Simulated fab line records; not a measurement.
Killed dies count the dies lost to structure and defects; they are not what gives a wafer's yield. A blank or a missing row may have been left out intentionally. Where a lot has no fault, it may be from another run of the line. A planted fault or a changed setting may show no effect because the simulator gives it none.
Matching of chambers -- flow n5-finfet -- rie-diel-03 running N5_BEOL_M13_DESCUM_15: 4 sister chambers
The step chemistry O2, time 7.9 s. 18 wafers are shown with their chamber, then 9 later ones without.

== WAFERS PAIRED WITH THEIR CHAMBERS ==
wafer,chamber,showerhead-plenum-p-Torr (Torr),throttle-valve-pct (%),oes-product-au (a.u.)
L076.1,3,1.99,20.67,0.71
L076.4,0,2.22,20.07,0.96
L076.5,0,2.22,20.09,0.97
L077.1,0,2.22,20.08,0.96
L077.3,3,1.99,20.66,0.71
L077.5,3,1.99,20.66,0.72
L080.2,0,2.21,20.06,0.94
L080.3,3,1.99,20.69,0.71
L080.6,2,2.07,20.27,0.70
L081.1,3,1.99,20.67,0.71
L081.3,0,2.21,20.08,0.95
L081.5,3,1.99,20.66,0.72
L086.1,2,2.06,20.28,0.69
L086.3,3,1.99,20.69,0.70
L086.4,0,2.21,20.10,0.91
L087.2,2,2.06,20.30,0.69
L087.3,1,2.09,20.79,0.69
L087.5,2,2.06,20.29,0.68

SIGNATURES (averages over the wafers above)
reading,chamber 0,chamber 1,chamber 2,chamber 3,scatter within a chamber
showerhead-plenum-p-Torr,2.2150,2.0900,2.0625,1.9900,0.00401
throttle-valve-pct,20.0800,20.7900,20.2850,20.6714,0.0136
oes-product-au,0.9483,0.6900,0.6900,0.7114,0.0141
Rule: distance of a wafer from a chamber = root of the sum over the readings of ((wafer's reading minus chamber's mean) / reading's scatter) squared. The wafer belongs to the nearest chamber; if the next one is less than 2 further off, it can't be placed. The scatter: take each reading less its chamber's mean, square it, sum over the shown wafers, divide by the number of wafers less the number of chambers, and take the root.

== WAFERS WHOSE CHAMBER IS MISSING ==
wafer,showerhead-plenum-p-Torr (Torr),throttle-valve-pct (%),oes-product-au (a.u.)
L090.1,2.21,20.11,0.90
L090.5,1.98,20.70,0.69
L090.6,2.21,20.12,0.89
L093.3,2.09,20.84,0.68
L093.5,2.09,20.83,0.68
L093.6,2.06,20.32,0.67
L095.1,2.09,20.83,0.67
L095.2,1.98,20.70,0.69
L095.4,2.20,20.13,0.88

== THE CHAMBER EACH PASSED THROUGH ==
wafer,from the rows above,in truth
L090.1,0,0
L090.5,3,3
L090.6,0,0
L093.3,1,1
L093.5,1,1
L093.6,2,2
L095.1,1,1
L095.2,3,3
L095.4,0,0
9 of 9 placed correctly. From these rows, 0 cannot be placed. 0 placed wrongly.
